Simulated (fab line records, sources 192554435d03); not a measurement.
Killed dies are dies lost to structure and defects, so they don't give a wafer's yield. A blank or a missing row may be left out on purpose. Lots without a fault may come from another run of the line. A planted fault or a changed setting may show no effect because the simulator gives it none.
fab line records | flow n5_finfet
record lots=7 wafers=39
route steps=1938 shown FIN_CUT@176 DUMMY_GATE@237 SD_ACTIVATION@331 HKMG_FIN@386 GATE_CUT@510 MOL_CONTACT_COAG@551
start_h: hours from the record's first day to the start of the lot's first wafer shown | wait_h: hours since the lot's step before | " the same as in the row above | L1.1+2: a row that stands for several wafers | - no value, or no start given | * or withheld: withheld | < > ~ a bound
route shown NAME@n: a module of which the file shows steps, and the number in the route of the first | usual: mean/standard deviation of fault-free wafers | same: alike in all rows | chamber/n: place in a boat | sites: the reading at each site | _std_site: their standard deviation | _edge_site: outer sites' mean less inner sites' | radius_mm: how far each site lies from the wafer's centre | mask NAME#n: copy n | behind: the tool/chamber that last shaped the wafer | hold: why the lot was held/for how many hours/how that ended | device: the transistor (n, p or np) that didn't switch | end of line: the same wafers' tests at the end of the route | a step without rows: its recipe alone | killed: dies lost to structure and defects at the first sort, not the wafer's yield | map: a wafer's dies, x killed, . not, _ none there
set.NAME: the setting as run; set.NAME@STEP: as run at that earlier step | model.NAME: the simulator's own value behind a step, which no gauge read
lots whose settings were changed on purpose; a table a step, a row a wafer
## steps
# step N5_FIN_CUT_CUT_ETCH_15
# recipe chemistry=HBr/Cl2/O2 target=Si target_depth_a=1000 bt_time_s=10 mask_material=SOC time_s=42.4 ion_energy_ev=* bias_w=* pressure_mtorr=10 icp_w=800 HBr_flow_sccm=150 Cl2_flow_sccm=80 O2_flow_sccm=12
# columns lot.wafer tool chamber start_h wait_h set.bias_w model.etch.depth_nm model.FIN_CUT.feature_depth_nm model.SOC_of_FIN_CUT_COAT_18.thk_nm
L079.1 rie_si-02 2 58.28 0.1 * 100.2 100.2 170.2
L079.3 " 3 " " * 100.9 101 169.2
L079.5 " 0 " " * 100.2 100.2 170
L082.1 rie_si-01 3 78.24 0.1 * 99.74 99.8 169.8
L082.2 " 2 " " * 105 105 167.8
L082.3 " 0 " " * 99.12 99.2 170.8
L082.4 " 2 " " * 105.2 105.2 167.8
L082.5 " 0 " " * 103.5 103.6 167.4
L082.6 " 3 " " * 99.91 100 169.8
L083.1 rie_si-01 0 82.30 0.1 * 102.3 102.4 169
L083.2 " 3 " " * 99.58 99.6 170.4
L083.3 " 2 " " * 103.3 103.4 168.2
L083.4 " 2 " " * 103.5 103.6 168.4
L083.5 " 0 " " * 98.8 98.8 171
L083.6 " 3 " " * 98.73 98.8 171
L085.1 rie_si-03 1 96.48 0.1 * 102.1 102 168.2
L085.2 " 3 " " * 100.6 100.6 169.6
L085.3 " 0 " " * 102.9 102.8 168.4
L085.4 " 2 " " * 102.6 102.6 168.2
L085.5 " 3 " " * 99.72 99.8 169.4
L085.6 " 2 " " * 101 101 168.8
L087.1 rie_si-01 3 105.51 0.1 * 99.53 99.6 172
L087.2 " 2 " " * 101.9 101.8 170.6
L087.3 " 1 " " * 99.47 99.4 170
L087.4 " 0 " " * 98.58 98.6 172.4
L087.5 " 2 " " * 102.3 102.2 170.4
L087.6 " 1 " " * 97.77 97.8 172.6
L089.1 rie_si-03 1 116.81 0.1 * 98.93 99 171
L089.2 " 2 " " * 99.5 99.6 171.2
L089.3 " 0 " " * 102.8 102.8 169.2
L089.4 " 3 " " * 99.73 99.8 170.4
L089.5 " 1 " " * 99.96 100 170
L089.6 " 0 " " * 101.8 101.8 169.6
L097.1 rie_si-01 1 165.06 0.1 * 97.9 97.8 171.6
L097.2 " 3 " " * 100.4 100.4 171
L097.3 " 2 " " * 99.67 99.6 172.2
L097.4 " 0 " " * 99.06 99 172.8
L097.5 " 1 " " * 99.63 99.6 170.4
L097.6 " 0 " " * 99.81 99.8 171.6
# step N5_FIN_CUT_CUT_ETCH_28
# recipe chemistry=HBr/Cl2/O2 target=Si target_depth_a=60 mask_material=SOC time_s=2.4 ion_energy_ev=* bias_w=* pressure_mtorr=10 icp_w=800 HBr_flow_sccm=150 Cl2_flow_sccm=80 O2_flow_sccm=12
# columns lot.wafer tool chamber start_h wait_h set.bias_w@FIN_CUT_CUT_ETCH_15 model.SOC_of_FIN_CUT_COAT_18.thk_nm
L079.1 rie_si-02 2 58.33 0.0 * 168.6
L079.3 " 3 " " * 167.6
L079.5 " 0 " " * 168.4
L082.1 rie_si-01 3 78.29 0.0 * 168
L082.2+4 " 2 " " * 166
L082.3 " 0 " " * 169.2
L082.5 " 0 " " * 165.6
L082.6 " 3 " " * 168.2
L083.1 rie_si-01 0 82.36 0.0 * 167.2
L083.2 " 3 " " * 168.8
L083.3 " 2 " " * 166.4
L083.4 " 2 " " * 166.6
L083.5+6 " 0,3 " " * 169.4
L085.1+3 rie_si-03 1,0 96.53 0.0 * 166.6
L085.2 " 3 " " * 168
L085.4 " 2 " " * 166.4
L085.5 " 3 " " * 167.6
L085.6 " 2 " " * 167.2
L087.1 rie_si-01 3 105.57 0.0 * 170.2
L087.2 " 2 " " * 168.8
L087.3 " 1 " " * 168.4
L087.4 " 0 " " * 170.6
L087.5 " 2 " " * 168.6
L087.6 " 1 " " * 171
L089.1 rie_si-03 1 116.87 0.0 * 169.2
L089.2 " 2 " " * 169.6
L089.3 " 0 " " * 167.4
L089.4 " 3 " " * 168.6
L089.5 " 1 " " * 168.2
L089.6 " 0 " " * 167.8
L097.1 rie_si-01 1 165.12 0.0 * 170
L097.2 " 3 " " * 169.2
L097.3 " 2 " " * 170.4
L097.4 " 0 " " * 171
L097.5 " 1 " " * 168.8
L097.6 " 0 " " * 170
# step N5_DUMMY_GATE_ETCH_37
# recipe chemistry=N2/H2 target=SOC target_depth_a=600 overetch_a=300 temp_c=40 ion_energy_ev=200 pressure_mtorr=30 source_w=840 bias_w=150 n2_flow_sccm=200 h2_flow_sccm=200
# usual rf_vpp_V=523.5/2.4
# columns lot.wafer tool chamber start_h wait_h set.source_w rf_vpp_V model.SiARC_of_DUMMY_GATE_COAT_35.thk_nm
L079.1 rie_diel-05 0 76.53 0.0 840 523.8 5
L079.3 " 1 " " 840 523.0 5
L079.5 " 1 " " 840 526.0 5
L082.1 rie_diel-02 1 99.14 0.0 769.1 542.4 5.2
L082.2 " 2 " " 769.1 542.2 5.2
L082.3 " 0 " " 840 525.8 4.8
L082.4 " 3 " " 769.1 535.5 5.2
L082.5 " 1 " " 840 526.4 5
L082.6 " 0 " " 840 525.6 4.8
L083.1 rie_diel-05 0 104.89 0.0 840 522.8 5
L083.2 " 1 " " 840 523.2 5
L083.3 " 3 " " 840 525.4 5.2
L083.4 " 2 " " 840 520.0 5
L083.5 " 3 " " 840 525.1 5
L083.6 " 0 " " 840 523.3 5
L085.1 rie_diel-02 2 114.31 0.0 840 526.6 5
L085.2 " 3 " " 701.8 550.2 5.4
L085.3 " 1 " " 701.8 558.3 5.4
L085.4 " 0 " " 840 527.1 4.8
L085.5 " 0 " " 840 526.3 4.8
L085.6 " 1 " " 701.8 557.3 5.4
L087.1 rie_diel-02 2 123.39 0.0 840 525.6 4.8
L087.2 " 3 " " 687.1 553.5 5.4
L087.3 " 1 " " 840 525.6 5
L087.4 " 0 " " 840 527.4 4.8
L087.5 " 2 " " 687.1 562.2 5.4
L087.6 " 3 " " 687.1 554.3 5.4
L089.1 rie_diel-02 0 135.66 0.0 766.9 542.6 5
L089.2 " 3 " " 840 519.5 4.8
L089.3 " 2 " " 766.9 543.5 5.2
L089.4 " 0 " " 766.9 541.1 5.2
L089.5 " 3 " " 840 520.7 4.8
L089.6 " 2 " " 840 526.4 5
L097.1 rie_diel-06 2 185.91 0.0 930.1 503.4 4.8
L097.2 " 3 " " 840 523.3 5
L097.3 " 1 " " 840 522.2 5
L097.4 " 0 " " 930.1 502.2 4.6
L097.5 " 0 " " 840 521.6 5
L097.6 " 1 " " 930.1 505.5 4.6
# step N5_SD_ACTIVATION_LSA_01
# recipe temp_c=1080 time_s=0.0008 ambient=N2
# usual wafer_temp_C_max=1083.5/0.76
# columns lot.wafer tool chamber start_h wait_h set.temp_c wafer_temp_C_max
L079.1 laser_anneal-02 0 87.99 0.2 1080 1082.9
L079.3 " 0 " " 1080 1083.7
L079.5 " 0 " " 1080 1082.8
L082.1 laser_anneal-01 0 110.88 0.2 1080 1085.0
L082.2 " 0 " " 1080 1083.9
L082.3 " 0 " " 1080 1083.6
L082.4 " 0 " " 1080 1084.5
L082.5 " 0 " " 1080 1084.7
L082.6 " 0 " " 1080 1083.6
L083.1 laser_anneal-02 0 116.35 0.2 1080 1082.1
L083.2 " 0 " " 1080 1083.9
L083.3 " 0 " " 1092 1094.5
L083.4 " 0 " " 1092 1097.8
L083.5 " 0 " " 1092 1094.9
L083.6 " 0 " " 1080 1084.0
L085.1 laser_anneal-02 0 127.44 0.2 1075 1077.5
L085.2 " 0 " " 1080 1083.2
L085.3 " 0 " " 1075 1079.3
L085.4 " 0 " " 1080 1083.8
L085.5 " 0 " " 1075 1079.2
L085.6 " 0 " " 1080 1082.9
L087.1 laser_anneal-02 0 136.44 0.2 1091 1094.6
L087.2 " 0 " " 1080 1083.0
L087.3 " 0 " " 1091 1094.4
L087.4 " 0 " " 1080 1083.5
L087.5 " 0 " " 1080 1083.5
L087.6 " 0 " " 1091 1093.8
L089.1 laser_anneal-02 0 148.09 0.2 1065 1068.5
L089.2 " 0 " " 1065 1068.3
L089.3 " 0 " " 1080 1082.5
L089.4 " 0 " " 1065 1068.0
L089.5 " 0 " " 1080 1082.8
L089.6 " 0 " " 1080 1083.3
L097.1 laser_anneal-02 0 198.15 0.2 1080 1085.1
L097.2 " 0 " " 1075 1077.7
L097.3 " 0 " " 1080 1082.1
L097.4 " 0 " " 1075 1078.8
L097.5 " 0 " " 1080 1082.6
L097.6 " 0 " " 1075 1078.3
# step N5_SD_ACTIVATION_RS_MEAS_03
# recipe thk_meas_gauge=four-point-probe
# usual RS_SD_N=21.94/0.24 RS_SD_P=56.1/0.78
# columns lot.wafer tool chamber start_h wait_h set.temp_c@SD_ACTIVATION_LSA_01 RS_SD_N[ohm/sq] RS_SD_P[ohm/sq]
L079.1 film_metro-02 - 88.19 0.2 1080 21.73 57.0
L079.3 " - " " 1080 21.96 57.2
L079.5 " - " " 1080 22.03 55.9
L082.1 film_metro-02 - 111.10 0.2 1080 21.75 56.0
L082.2 " - " " 1080 21.90 55.6
L082.3 " - " " 1080 21.58 55.7
L082.4 " - " " 1080 22.00 56.2
L082.5 " - " " 1080 21.68 55.7
L082.6 " - " " 1080 22.13 56.3
L083.1 film_metro-02 - 116.55 0.2 1080 22.30 55.2
L083.2 " - " " 1080 22.69 56.5
L083.3 " - " " 1092 21.12 55.1
L083.4 " - " " 1092 21.35 56.0
L083.5 " - " " 1092 20.88 56.6
L083.6 " - " " 1080 22.39 57.0
L085.1 film_metro-02 - 127.65 0.2 1075 22.47 56.4
L085.2 " - " " 1080 21.75 56.0
L085.3 " - " " 1075 22.37 55.3
L085.4 " - " " 1080 21.64 56.2
L085.5 " - " " 1075 22.61 55.9
L085.6 " - " " 1080 21.87 55.8
L087.1 film_metro-01 - 136.64 0.2 1091 20.59 56.6
L087.2 " - " " 1080 21.78 55.4
L087.3 " - " " 1091 20.52 54.5
L087.4 " - " " 1080 21.97 55.4
L087.5 " - " " 1080 21.60 55.8
L087.6 " - " " 1091 20.39 57.0
L089.1 film_metro-01 - 148.29 0.2 1065 23.28 55.8
L089.2 " - " " 1065 23.26 55.2
L089.3 " - " " 1080 21.85 55.9
L089.4 " - " " 1065 23.60 55.3
L089.5 " - " " 1080 21.80 55.4
L089.6 " - " " 1080 22.14 55.2
L097.1 film_metro-01 - 198.36 0.2 1080 21.67 56.6
L097.2 " - " " 1075 22.50 57.0
L097.3 " - " " 1080 21.88 57.0
L097.4 " - " " 1075 22.37 57.2
L097.5 " - " " 1080 21.90 56.7
L097.6 " - " " 1075 22.52 56.8
# step N5_HKMG_FIN_HK_ALD_01
# recipe material=HfO2 target_thk_a=16 temp_c=withheld ald_precursor_family=HfCl4 ald_co_reactant=H2O pulse_time_s=3 purge_time_s=3 co_reactant_purge_time_s=2.5 co_reactant_pulse_time_s=0.3 ald_cycles=30
# columns lot.wafer tool chamber start_h wait_h set.ald_cycles
L079.1+3+5 ald_hk-02 3,2,0 100.00 0.0 30
L082.1+2+3 ald_hk-02 3,2,0 123.27 0.0 30
L082.4+5+6 " 1,3,0 " " 34
L083.1+4+6 ald_hk-03 1,2,3 130.73 0.0 30
L083.2+3+5 " 3,0,2 " " 32
L085.1+2+3 ald_hk-02 2,1,0 139.81 0.0 30
L085.4+5+6 " 3,1,2 " " 26
L087.1+2+3 ald_hk-01 2,3,0 149.35 0.0 30
L087.4+5+6 " 1,3,2 " " 32
L089.1+3+6 ald_hk-03 3,1,2 160.92 0.0 30
L089.2+4+5 " 0,2,3 " " 34
L097.1+2+5 ald_hk-02 2,3,1 210.31 0.0 30
L097.3+4+6 " 1,0,2 " " 34
# step N5_HKMG_FIN_ETCH_55
# recipe chemistry=N2/H2 target=SOC target_depth_a=2400 temp_c=40 time_s=300 ion_energy_ev=200 mask_material=SiARC pressure_mtorr=30 source_w=840 bias_w=150 n2_flow_sccm=200 h2_flow_sccm=200
# usual rf_vpp_V=523.5/2.3
# columns lot.wafer tool chamber start_h wait_h set.bias_w rf_vpp_V model.etch.depth_nm model.HKMG_FIN.feature_depth_nm model.SiARC_of_HKMG_FIN_COAT_42.thk_nm
L079.1 rie_diel-01 3 101.13 0.0 150 523.1 238.6 238.6 21.2
L079.3 " 1 " " 150 522.4 234.8 234.8 21.6
L079.5 " 1 " " 150 523.7 235.1 235.2 21.6
L082.1 rie_diel-01 3 125.62 0.0 122.1 460.8 218.1 218.2 24.4
L082.2 " 1 " " 150 522.1 237.4 237.4 21.6
L082.3 " 2 " " 122.1 461.5 216.7 216.6 24.8
L082.4 " 0 " " 150 522.3 242 242 21.2
L082.5 " 2 " " 122.1 461.6 215.9 216 24.8
L082.6 " 3 " " 150 522.2 241.4 241.4 21
L083.1 rie_diel-01 3 131.74 0.0 167.3 561.5 252.5 252.6 19.2
L083.2 " 2 " " 150 526.2 239 239 21.4
L083.3 " 1 " " 167.3 561.1 248 248 19.8
L083.4 " 0 " " 150 522.9 238.9 238.8 21.4
L083.5 " 2 " " 150 525.0 240 240 21.4
L083.6 " 1 " " 167.3 560.6 246.8 246.8 19.8
L085.1 rie_diel-03 3 141.10 0.0 150 523.0 235 235 21.6
L085.2 " 0 " " 172.5 572.4 253.3 253.2 18.8
L085.3 " 2 " " 150 526.1 237.7 237.8 21.2
L085.4 " 1 " " 172.5 576.6 260.2 260.2 18.8
L085.5 " 3 " " 172.5 571.7 251.7 251.6 19.2
L085.6 " 2 " " 150 526.1 236.4 236.4 21.2
L087.1 rie_diel-01 0 150.48 0.0 150 522.5 240.6 240.6 21.2
L087.2 " 2 " " 177.8 584.4 260.1 260.2 18.4
L087.3 " 3 " " 177.8 582.4 261.4 261.4 17.8
L087.4 " 3 " " 177.8 583.5 262.2 262.2 17.8
L087.5 " 2 " " 150 525.2 239.9 239.8 21.4
L087.6 " 0 " " 150 523.0 241.3 241.2 21.2
L089.1 rie_diel-04 3 162.22 0.0 150 526.3 234.9 235 21.6
L089.2 " 2 " " 150 520.3 228.9 228.8 21.8
L089.3 " 0 " " 150 520.4 239 239 21
L089.4 " 1 " " 150 525.3 240.5 240.4 21.2
L089.5 " 1 " " 150 524.4 240.1 240 21
L089.6 " 2 " " 150 519.6 229.8 229.8 21.6
L097.1 rie_diel-03 3 211.43 0.0 150 522.6 232.9 233 21.6
L097.2 " 1 " " 150 527.7 241 241 21.2
L097.3 " 0 " " 150 523.8 234 234 21.4
L097.4 " 2 " " 150 525.9 236 236 21
L097.5 " 0 " " 150 522.7 234.2 234.2 21.2
L097.6 " 3 " " 150 522.5 232.5 232.6 21.4
# step N5_HKMG_FIN_STRIP_56
# recipe chemistry=N2/H2 temp_c=40 n2_flow_sccm=200 h2_flow_sccm=200 rf_frequency_hz=6e+07
# step N5_HKMG_FIN_STRIP_57
# recipe chemistry=CF4 resist=SiARC power_w=300 bias_power_w=75 pressure_mtorr=50 cf4_flow_sccm=150 rf_frequency_hz=6e+07
# step N5_HKMG_FIN_WET_ETCH_82
# recipe chemistry=dHCl mix=1:10000 temp_c=25 target=La2O3 stop_on=HfO2 target_depth_nm=2 dry=ipa_marangoni rinse_time_s=30 rinse_temp_c=23
# step N5_HKMG_FIN_ALD_36
# recipe material=TiN target_thk_a=10 temp_c=400 ald_precursor_family=TiCl4 ald_co_reactant=NH3 pulse_time_s=1 purge_time_s=3 co_reactant_purge_time_s=2 co_reactant_pulse_time_s=2 ald_cycles=47 pressure_torr=3
# step N5_HKMG_FIN_THK_MEAS_70
# recipe thk_meas_gauge=xrf reads=HfO2_of_HKMG_FIN_HK_ALD_01
# usual HK_THK=1.584/0.02
# columns lot.wafer tool chamber start_h wait_h set.ald_cycles@HKMG_FIN_HK_ALD_01 HK_THK[nm]
L079.1 film_metro-01 - 103.45 0.2 30 1.586
L079.3 " - " " 30 1.591
L079.5 " - " " 30 1.579
L082.1 film_metro-01 - 127.93 0.2 30 1.589
L082.2 " - " " 30 1.577
L082.3 " - " " 30 1.598
L082.4 " - " " 34 1.801
L082.5 " - " " 34 1.794
L082.6 " - " " 34 1.806
L083.1 film_metro-02 - 134.07 0.2 30 1.589
L083.2 " - " " 32 1.730
L083.3 " - " " 32 1.686
L083.4 " - " " 30 1.604
L083.5 " - " " 32 1.647
L083.6 " - " " 30 1.574
L085.1 film_metro-02 - 143.41 0.2 30 1.583
L085.2 " - " " 30 1.541
L085.3 " - " " 30 1.590
L085.4 " - " " 26 1.392
L085.5 " - " " 26 1.356
L085.6 " - " " 26 1.376
L087.1 film_metro-02 - 152.98 0.2 30 1.570
L087.2 " - " " 30 1.610
L087.3 " - " " 30 1.575
L087.4 " - " " 32 1.672
L087.5 " - " " 32 1.702
L087.6 " - " " 32 1.660
L089.1 film_metro-01 - 164.54 0.2 30 1.597
L089.2 " - " " 34 1.812
L089.3 " - " " 30 1.609
L089.4 " - " " 34 1.804
L089.5 " - " " 34 1.810
L089.6 " - " " 30 1.603
L097.1 film_metro-02 - 213.80 0.2 30 1.579
L097.2 " - " " 30 1.615
L097.3 " - " " 34 1.821
L097.4 " - " " 34 1.804
L097.5 " - " " 30 1.617
L097.6 " - " " 34 1.794
# step N5_HKMG_FIN_ETCH_86
# recipe chemistry=N2/H2 target=SOC target_depth_a=3932 stop_on=TiN ion_energy_ev=100 bias_w=61 pressure_mtorr=30 source_w=850 n2_flow_sccm=200 h2_flow_sccm=200
# columns lot.wafer tool chamber start_h wait_h set.target_depth_a model.SOC_of_HKMG_FIN_COAT_85.thk_nm
L079.1 rie_diel-03 1 105.61 - 3932 15.2
L079.3+5 " 0 " " 3932 16.2
L082.1+4+6 rie_diel-04 3,2,2 131.08 - 4391 8.6
L082.2 " 0 " " 3932 19
L082.3+5 " 1 " " 3932 17
L083.1 rie_diel-03 0 136.48 - 3932 16.6
L083.2 " 3 " " 3932 18.8
L083.3 " 1 " " 3932 15.4
L083.4 " 2 " " 3465 55.8
L083.5 " 1 " " 3465 49.4
L083.6 " 2 " " 3465 56
L085.1 rie_diel-01 3 145.72 - 3470 49.6
L085.2 " 2 " " 3932 12.8
L085.3 " 0 " " 3470 48.2
L085.4 " 0 " " 3470 48.4
L085.5 " 2 " " 3932 13
L085.6 " 3 " " 3932 16.2
L087.1 rie_diel-03 2 155.28 - 3932 23
L087.2+3 " 1,3 " " 4213 8.6
L087.4 " 0 " " 3932 16.6
L087.5 " 0 " " 4213 8.4
L087.6 " 1 " " 3932 15.6
L089.1 rie_diel-04 3 166.69 - 3747 32.8
L089.2 " 2 " " 3747 35
L089.3 " 1 " " 3747 30.6
L089.4 " 0 " " 3932 19.2
L089.5 " 2 " " 3932 21.8
L089.6 " 1 " " 3932 17.4
L097.1 rie_diel-04 1 215.99 - 3932 17.6
L097.2 " 2 " " 3932 22.6
L097.3+5+6 " 0,2,0 " " 4363 8.6
L097.4 " 1 " " 3932 17.8
# step N5_GATE_CUT_ALD_22
# recipe material=SiNx target_thk_a=160 temp_c=400 ald_precursor_family=SiH2I2 ald_co_reactant=N2/H2-plasma pulse_time_s=1 ald_cycles=320 purge_time_s=2 co_reactant_purge_time_s=2 pressure_torr=2
# columns lot.wafer tool chamber start_h wait_h set.ald_cycles model.SiNx_of_GATE_CUT_ALD_22.thk_nm
L079.1 ald_sin-01 3 114.03 0.0 320 16
L079.3+5 " 1,3 " " 320 15.8
L082.1 ald_sin-01 1 139.07 0.0 320 15.8
L082.2+3+4 " 0,3,2 " " 349 17.4
L082.5+6 " 3,0 " " 320 16
L083.1+4 ald_sin-02 0,3 144.53 0.0 359 17.8
L083.2+6 " 2,3 " " 320 16
L083.3 " 1 " " 320 15.8
L083.5 " 0 " " 359 18
L085.1+4+6 ald_sin-01 1,0,2 153.44 0.0 337 16.8
L085.2+3+5 " 0,2,1 " " 320 16
L087.1+2+6 ald_sin-01 1,2,0 163.08 0.0 320 16
L087.3+4 " 0,2 " " 349 17.6
L087.5 " 1 " " 349 17.4
L089.1+2+3+4+5+6 ald_sin-04 3,2,1,0,0,3 174.72 0.0 320 16
L097.1+2+6 ald_sin-02 0,3,0 224.07 0.1 320 16
L097.3+4+5 " 1,1,3 " " 361 18
# step N5_MOL_CONTACT_COAG_SPUTTER_130
# recipe material=Co target_thk_a=475 temp_c=25 chamber_pressure_pa=0.5 power_w=3000
# columns lot.wafer tool chamber start_h wait_h set.power_w model.Co_of_MOL_CONTACT_COAG_SPUTTER_130.thk_nm
L079.1 pvd_sputter-02 - 123.47 0.0 3000 47.6
L079.3 " - " " 3000 47.2
L079.5 " - " " 3000 46.8
L082.1 pvd_sputter-02 - 150.70 0.0 3000 46.8
L082.2+3+5 " - " " 3000 47
L082.4+6 " - " " 3000 47.2
L083.1 pvd_sputter-01 - 154.57 0.0 3000 48.6
L083.2 " - " " 3000 48.2
L083.3 " - " " 2791 45.2
L083.4+6 " - " " 2791 44.8
L083.5 " - " " 3000 48
L085.1+6 pvd_sputter-01 - 163.49 0.0 2464 38.8
L085.2 " - " " 2464 39
L085.3+4 " - " " 3000 47.2
L085.5 " - " " 3000 47.8
L087.1 pvd_sputter-01 - 171.86 0.0 3000 46.8
L087.2+3+6 " - " " 3000 47
L087.4 " - " " 3000 46.6
L087.5 " - " " 3000 46.4
L089.1+4 pvd_sputter-01 - 182.01 0.0 3000 48.2
L089.2+3 " - " " 3000 47.8
L089.5 " - " " 3000 48
L089.6 " - " " 3000 48.4
L097.1 pvd_sputter-01 - 232.19 0.0 3000 48
L097.2+3 " - " " 3403 54.2
L097.4 " - " " 3000 48.2
L097.5 " - " " 3403 54
L097.6 " - " " 3000 47.6
## key
split step=N5_FIN_CUT_CUT_ETCH_15 setting=bias_w stated=* by=wafer
response step=N5_FIN_CUT_CUT_ETCH_15 reading=model.etch.depth_nm change=+0.262 per=1% r=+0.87
response step=N5_FIN_CUT_CUT_ETCH_15 reading=model.FIN_CUT.feature_depth_nm change=+0.26 per=1% r=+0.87
response step=N5_FIN_CUT_CUT_ETCH_15 reading=model.SOC_of_FIN_CUT_COAT_18.thk_nm change=-0.152 per=1% r=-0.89
response step=N5_FIN_CUT_CUT_ETCH_28 reading=model.SOC_of_FIN_CUT_COAT_18.thk_nm change=-0.16 per=1% r=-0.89
split step=N5_DUMMY_GATE_ETCH_37 setting=source_w stated=840 by=wafer
response step=N5_DUMMY_GATE_ETCH_37 reading=rf_vpp_V change=-1.76 per=1% r=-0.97
response step=N5_DUMMY_GATE_ETCH_37 reading=model.SiARC_of_DUMMY_GATE_COAT_35.thk_nm change=-0.0315 per=1% r=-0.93
split step=N5_SD_ACTIVATION_LSA_01 setting=temp_c stated=1080 by=wafer
response step=N5_SD_ACTIVATION_LSA_01 reading=wafer_temp_C_max change=* per=1% r=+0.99
response step=N5_SD_ACTIVATION_RS_MEAS_03 reading=RS_SD_N change=-1.18 per=1% r=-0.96
split step=N5_HKMG_FIN_HK_ALD_01 setting=ald_cycles stated=30 by=wafer
response step=N5_HKMG_FIN_THK_MEAS_70 reading=HK_THK change=+0.0152 per=1% r=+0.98
split step=N5_HKMG_FIN_ETCH_55 setting=bias_w stated=150 by=wafer
response step=N5_HKMG_FIN_ETCH_55 reading=rf_vpp_V change=+3.24 per=1% r=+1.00
response step=N5_HKMG_FIN_ETCH_55 reading=model.etch.depth_nm change=+1.16 per=1% r=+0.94
response step=N5_HKMG_FIN_ETCH_55 reading=model.HKMG_FIN.feature_depth_nm change=+1.16 per=1% r=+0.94
response step=N5_HKMG_FIN_ETCH_55 reading=model.SiARC_of_HKMG_FIN_COAT_42.thk_nm change=-0.172 per=1% r=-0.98
split step=N5_HKMG_FIN_ETCH_86 setting=target_depth_a stated=3932 by=wafer
response step=N5_HKMG_FIN_ETCH_86 reading=model.SOC_of_HKMG_FIN_COAT_85.thk_nm change=-1.97 per=1% r=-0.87
split step=N5_GATE_CUT_ALD_22 setting=ald_cycles stated=320 by=wafer
response step=N5_GATE_CUT_ALD_22 reading=model.SiNx_of_GATE_CUT_ALD_22.thk_nm change=+0.16 per=1% r=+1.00
split step=N5_MOL_CONTACT_COAG_SPUTTER_130 setting=power_w stated=3000 by=wafer
response step=N5_MOL_CONTACT_COAG_SPUTTER_130 reading=model.Co_of_MOL_CONTACT_COAG_SPUTTER_130.thk_nm change=+0.472 per=1% r=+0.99
